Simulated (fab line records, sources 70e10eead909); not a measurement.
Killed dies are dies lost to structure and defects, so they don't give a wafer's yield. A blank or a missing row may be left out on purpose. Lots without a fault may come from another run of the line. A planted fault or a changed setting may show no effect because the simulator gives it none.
fab line records | flow nand_harc | part 2 of 2: steps 4 to 6 of 6
record lots=20 wafers=60 last_day=33
route steps=1302 shown A_STAIRCASE@785
lots that met no fault: from a run of the same line without faults
start_h: hours from the record's first day to the start of the lot's first wafer shown | wait_h: hours since the lot's step before | " the same as in the row above | L1.1+2: a row that stands for several wafers | - no value, or no start given | * or withheld: withheld | < > ~ a bound
route shown NAME@n: a module of which the file shows steps, and the number in the route of the first | usual: mean/standard deviation of fault-free wafers | same: alike in all rows | chamber/n: place in a boat | sites: the reading at each site | _std_site: their standard deviation | _edge_site: outer sites' mean less inner sites' | radius_mm: how far each site lies from the wafer's centre | mask NAME#n: copy n | behind: the tool/chamber that last shaped the wafer | hold: why the lot was held/for how many hours/how that ended | device: the transistor (n, p or np) that didn't switch | end of line: the same wafers' tests at the end of the route | a step without rows: its recipe alone | killed: dies lost to structure and defects at the first sort, not the wafer's yield | map: a wafer's dies, x killed, . not, _ none there
set.NAME: the setting as run; set.NAME@STEP: as run at that earlier step | model.NAME: the simulator's own value behind a step, which no gauge read
steps of the route over a sample of lots; a table a step, a row a wafer
services: from which hour (start_h, from the record's first day; less than 0 if before it) a tool's chamber was out of use, for how many hours, and why
## steps
# step NHARC_A_STAIRCASE_STRIP_476
# recipe time_s=20 o2_flow_sccm=500 ar_flow_sccm=0 bias_w=0 chemistry=O2
# usual drypump_motor_current_A=5.6/0.43 oes_product_au=1.000/0.01 rf_vpp_V=57.5/0.86 showerhead_plenum_p_Torr=3.46/0.15 throttle_valve_pct=17.035/0.0089
# same bias_w=0
# columns lot.wafer tool chamber start_h wait_h drypump_motor_current_A oes_product_au rf_hours_counter_h rf_vpp_V showerhead_plenum_p_Torr throttle_valve_pct
L074.4 rie_diel-03 1 398.33 0.1 5.8 0.986 28 57.6 3.27 17.039
L074.1 " 2 " " 5.5 0.987 29 57.0 3.52 17.028
L074.2 " 3 " " 5.1 1.007 28 58.6 3.47 17.045
L076.4 rie_diel-11 2 408.57 0.1 5.3 1.007 54 57.6 3.40 17.031
L076.6 " 3 " " 5.8 0.988 - 58.3 3.37 17.037
L076.5 " 0 " " 6.4 1.004 - 58.2 3.45 17.030
L075.3 rie_diel-03 0 414.71 0.1 6.1 0.977 35 57.5 3.54 17.033
L075.5 " 1 " " 5.7 0.986 - 57.8 3.27 17.017
L075.6 " 2 " " 5.5 0.986 - 56.3 3.52 17.030
L077.3 rie_diel-02 1 418.92 0.1 6.2 0.997 3 58.1 3.78 17.029
L077.1 " 2 " " 5.0 0.999 3 56.6 3.51 17.037
L077.2 " 3 " " 5.2 0.990 3 58.1 3.44 17.019
L078.2 rie_diel-02 2 437.46 0.1 5.0 0.995 6 58.6 3.51 17.038
L078.4 " 3 " " 5.2 0.997 6 57.1 3.44 17.042
L078.1 " 0 " " 5.2 1.003 6 57.6 3.56 17.019
L079.2 rie_diel-11 2 446.34 0.2 5.3 1.017 1 58.0 3.39 17.038
L079.5 " 1 " " 5.6 1.012 - 57.1 3.29 17.045
L079.6 " 3 " " 5.8 1.006 - 56.0 3.36 17.042
L080.4 rie_diel-11 1 468.02 0.1 5.6 1.019 10 58.0 3.28 17.042
L080.3 " 0 " " 6.3 0.995 5 56.2 3.44 17.046
L080.5 " 1 " " 5.7 1.010 - 55.2 3.28 17.031
L081.1 rie_diel-11 2 475.75 0.1 5.3 1.005 13 56.3 3.39 17.041
L081.3 " 1 " " 5.6 1.009 12 55.4 3.28 17.037
L081.5 " 3 " " 5.8 1.005 - 55.5 3.36 17.021
L084.2 rie_diel-02 2 487.48 0.1 4.9 1.006 27 57.6 3.50 17.024
L084.6 " 3 " " 5.2 0.997 - 57.4 3.43 17.032
L084.5 " 0 " " 5.2 1.003 - 58.8 3.55 17.040
L082.1 rie_diel-02 2 489.21 0.1 4.9 1.005 27 57.1 3.50 17.028
L082.4 " 3 " " 5.2 1.006 26 58.1 3.43 17.031
L082.5 " 1 " " 6.2 0.992 - 56.9 3.76 17.029
L083.4 rie_diel-11 0 494.97 0.1 6.3 0.991 13 58.0 3.44 17.032
L083.2 " 2 " " 5.3 0.998 15 57.0 3.38 17.034
L083.3 " 3 " " 5.8 1.010 19 57.8 3.36 17.050
L086.1 rie_diel-03 3 504.66 0.1 5.1 1.000 12 58.3 3.45 17.034
L086.2 " 1 " " 5.8 0.994 15 58.6 3.80 17.032
L086.5 " 2 " " 5.5 1.012 - 56.6 3.50 17.039
L085.4 rie_diel-11 0 513.27 0.1 6.3 0.992 16 58.7 3.44 17.050
L085.2 " 1 " " 5.6 1.011 22 58.6 3.28 17.041
L085.1 " 2 " " 5.3 0.990 18 57.8 3.38 17.021
L088.4 rie_diel-11 1 548.32 0.1 5.6 1.001 37 57.9 3.27 17.029
L088.6 " 2 " " 5.3 1.009 - 59.0 3.38 17.042
L088.5 " 3 " " 5.9 1.014 - 57.3 3.35 17.019
L089.4 rie_diel-02 1 550.17 0.1 6.2 0.984 48 57.5 3.75 17.039
L089.3 " 2 " " 4.9 0.996 46 57.7 3.49 17.056
L089.6 " 2 " " 4.9 0.997 - 56.7 3.49 17.040
L091.3 rie_diel-03 0 557.71 0.1 6.1 0.978 34 57.6 3.51 17.049
L091.2 " 1 " " 5.8 0.993 36 58.3 3.79 17.027
L091.1 " 3 " " 5.1 0.993 28 55.1 3.44 17.036
L092.1 rie_diel-11 1 568.41 0.1 5.6 1.018 45 58.4 3.27 17.039
L092.4 " 2 " " 5.3 1.010 38 57.3 3.37 17.037
L092.5 " 1 " " 5.7 1.011 - 57.4 3.27 17.043
L094.3 rie_diel-11 1 598.42 0.2 5.6 1.011 60 57.7 3.26 17.034
L094.2 " 2 " " 5.3 1.008 55 57.1 3.36 17.026
L094.5 " 2 " " 5.3 1.004 - 57.4 3.36 17.057
L096.4 rie_diel-11 2 609.46 0.1 5.3 1.014 61 57.2 3.36 17.054
L096.2 " 3 " " 5.9 0.983 58 57.5 3.33 17.025
L096.5 " 1 " " 5.6 1.016 - 58.3 3.81 17.037
L095.1 rie_diel-02 3 614.51 0.7 5.2 1.010 21 57.9 3.40 17.049
L095.3 " 0 " " 5.2 0.997 21 57.1 3.52 17.051
L095.6 " 1 " " 6.2 0.995 - 58.4 3.73 17.038
# step NHARC_A_STAIRCASE_DEP_325
# recipe target_thk_a=72000 temp_c=400 target_thk_nm=7200 teos_flow_sccm=200 rf_w=500 material=SiO2
# usual heater_power_outer_w=399/91 heater_power_w=692/130
# columns lot.wafer tool chamber start_h wait_h heater_power_outer_w heater_power_w
L074.2 pecvd-03 1 431.99 0.1 515 843
L074.1 " 0 " " 400 753
L074.4 " 2 " " 288 481
L075.3 pecvd-04 1 441.10 0.3 430 729
L075.5 " 2 " " 376 645
L075.6 " 1 " " 326 589
L076.4 pecvd-01 2 441.19 0.4 270 543
L076.6 " 0 " " 291 556
L076.5 " 1 " " 427 803
L077.1 pecvd-01 2 451.06 0.1 377 675
L077.2 " 0 " " 379 676
L077.3 " 1 " " 562 936
L078.1 pecvd-03 1 464.86 0.1 551 919
L078.2 " 0 " " 475 834
L078.4 " 0 " " 356 675
L079.2 pecvd-04 2 475.05 0.3 406 698
L079.5 " 0 " " 490 759
L079.6 " 1 " " 319 575
L080.3 pecvd-04 0 497.02 0.2 522 815
L080.5 " 2 " " 337 599
L080.4 " 1 " " 314 571
L081.3 pecvd-01 0 509.47 0.1 301 593
L081.1 " 1 " " 588 961
L081.5 " 0 " " 282 545
L083.3 pecvd-04 0 519.08 0.1 601 926
L083.2 " 1 " " 417 690
L083.4 " 0 " " 492 793
L082.1 pecvd-03 1 519.17 0.2 562 908
L082.4 " 1 " " 431 750
L082.5 " 2 " " 285 461
L084.2 pecvd-01 0 519.26 0.3 370 652
L084.5 " 2 " " 274 538
L084.6 " 0 " " 281 552
L086.1 pecvd-03 1 530.73 0.2 531 852
L086.2 " 2 " " 340 522
L086.5 " 1 " " 438 756
L085.2 pecvd-03 1 540.83 0.1 499 845
L085.1 " 2 " " 334 549
L085.4 " 1 " " 440 741
L089.3 pecvd-01 1 575.21 0.2 568 937
L089.6 " 0 " " 279 548
L089.4 " 1 " " 453 840
L088.6 pecvd-04 1 575.39 0.3 318 564
L088.4 " 2 " " 352 608
L088.5 " 0 " " 483 768
L091.3 pecvd-03 0 585.99 0.1 414 755
L091.1 " 1 " " 552 917
L091.2 " 2 " " 404 646
L092.1 pecvd-04 1 597.35 0.1 414 699
L092.5 " 1 " " 310 583
L092.4 " 2 " " 345 613
L094.3 pecvd-03 0 630.39 0.1 426 771
L094.2 " 2 " " 385 613
L094.5 " 1 " " 441 770
L096.2 pecvd-01 0 641.22 0.1 383 673
L096.4 " 0 " " 284 547
L096.5 " 2 " " 277 516
L095.1 pecvd-03 0 641.30 0.2 365 720
L095.3 " 1 " " 585 963
L095.6 " 1 " " 457 778
# step NHARC_A_STAIRCASE_CMP_152
# usual motor_current_A=11.7/1
# columns lot.wafer tool chamber start_h wait_h motor_current_A
L074.4 cmp-02 0 450.41 0.1 12.3
L074.2 " 1 " " 10.1
L074.1 " 2 " " 11.0
L076.4 cmp-02 0 454.13 0.1 12.1
L076.5 " 0 " " 12.5
L076.6 " 1 " " 10.4
L075.3 cmp-04 3 455.01 0.1 12.2
L075.5 " 0 " " 11.6
L075.6 " 1 " " 14.0
L077.3 cmp-02 2 464.34 0.1 11.6
L077.1 " 0 " " 12.7
L077.2 " 1 " " 10.9
L078.2 cmp-01 3 478.66 0.1 12.8
L078.1 " 0 " " 11.6
L078.4 " 2 " " 10.9
L079.2 cmp-02 2 488.73 0.1 11.6
L079.5 " 0 " " 12.0
L079.6 " 1 " " 10.6
L080.4 cmp-01 0 512.69 0.1 11.9
L080.3 " 3 " " 12.1
L080.5 " 0 " " 11.7
L081.3 cmp-01 1 525.68 0.1 10.5
L081.1 " 2 " " 10.7
L081.5 " 0 " " 11.5
L084.2 cmp-04 1 533.58 0.1 13.6
L084.5 " 0 " " 11.6
L084.6 " 1 " " 13.3
L082.4 cmp-01 2 533.66 0.1 10.9
L082.1 " 0 " " 12.1
L082.5 " 3 " " 11.8
L083.4 cmp-01 3 536.55 0.1 12.0
L083.2 " 1 " " 10.9
L083.3 " 2 " " 10.9
L086.1 cmp-02 2 544.97 0.1 11.3
L086.2 " 3 " " 11.3
L086.5 " 2 " " 11.0
L085.2 cmp-01 2 554.92 0.1 11.3
L085.4 " 0 " " 12.1
L085.1 " 1 " " 10.3
L088.4 cmp-01 3 589.45 0.1 12.4
L088.5 " 1 " " 10.3
L088.6 " 2 " " 10.8
L089.3 cmp-04 3 589.77 0.1 12.4
L089.4 " 0 " " 11.1
L089.6 " 3 " " 11.1
L091.2 cmp-04 0 600.50 0.1 12.1
L091.3 " 1 " " 13.4
L091.1 " 3 " " 11.3
L092.1 cmp-02 1 612.50 0.1 9.6
L092.4 " 2 " " 11.8
L092.5 " 3 " " 11.3
L094.3 cmp-01 0 644.21 0.1 12.3
L094.2 " 3 " " 11.9
L094.5 " 0 " " 12.2
L095.3 cmp-02 3 655.31 0.1 11.4
L095.1 " 0 " " 12.6
L095.6 " 3 " " 11.3
L096.2 cmp-01 3 655.42 0.1 12.2
L096.4 " 2 " " 10.9
L096.5 " 0 " " 12.1
## services
# columns tool chamber start_h hours kind
rie_diel-02 2 361.41 9.9 repair
cmp-01 - 376.80 0.9 repair
cmp-01 - 381.69 4.0 pm
rie_diel-02 - 394.39 9.0 pm
rie_diel-11 3 417.39 4.8 repair
rie_diel-11 - 432.53 9.0 pm
rie_diel-03 - 459.14 9.0 pm
cmp-01 - 479.69 4.0 pm
cmp-01 - 487.69 0.6 repair
rie_diel-03 0 489.02 4.1 repair
cmp-01 - 496.44 8.6 repair
rie_diel-02 - 504.80 1.1 repair
rie_diel-11 - 507.07 1.6 repair
cmp-01 - 517.23 0.9 repair
rie_diel-03 3 547.96 7.7 repair
cmp-01 - 550.78 0.2 repair
rie_diel-11 3 571.25 4.8 repair
rie_diel-02 - 571.39 9.0 pm
cmp-01 - 576.48 2.2 repair
rie_diel-11 3 579.37 5.2 repair
rie_diel-03 1 604.28 7.1 repair
rie_diel-11 - 609.53 9.0 pm
rie_diel-03 - 636.16 9.0 pm
rie_diel-02 0 653.45 3.2 repair
